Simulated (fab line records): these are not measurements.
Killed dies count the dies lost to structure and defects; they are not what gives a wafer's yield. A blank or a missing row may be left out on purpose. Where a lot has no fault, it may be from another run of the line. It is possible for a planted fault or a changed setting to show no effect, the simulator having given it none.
Matching of chambers -- flow nand harc -- rie diel-08 running NHARC_P_M1_STRIP_18: 4 sister chambers
The step strips in N2/H2. 4 wafers are shown with their chamber, then 8 later ones without.

== WAFERS WITH THEIR CHAMBER ==
wafer,chamber,showerhead plenum p Torr (Torr)
L076.3,3,2.04
L087.2,2,1.92
L087.4,1,2.00
L089.2,0,2.20

== WAFERS WITH NO CHAMBER GIVEN ==
wafer,showerhead plenum p Torr (Torr)
L089.4,2.04
L089.6,2.01
L096.1,2.20
L096.5,2.04
L096.6,2.20
L097.2,2.20
L097.4,1.92
L097.5,2.04

== EACH ONE'S CHAMBER ==
wafer,from the rows above,in truth
L089.4,3,3
L089.6,1,1
L096.1,0,0
L096.5,3,3
L096.6,0,0
L097.2,0,0
L097.4,2,2
L097.5,3,3
Correctly placed: 8 of 8. Can't be placed from these rows: 0. Number placed wrongly: 0.
How it was worked out, from the rows above alone: a wafer's distance from a chamber is the root of the sum, over the readings, of the square of ((its reading less the chamber's mean) divided by the reading's scatter). If the next closest chamber is less than 2 further off than the closest, the wafer can't be placed; otherwise it belongs to the closest. A chamber's mean is the mean of its shown wafers. The scatter (one wafer shown for each chamber): square how far every hidden wafer sits from the nearest shown wafer, average those squares and take the square root.
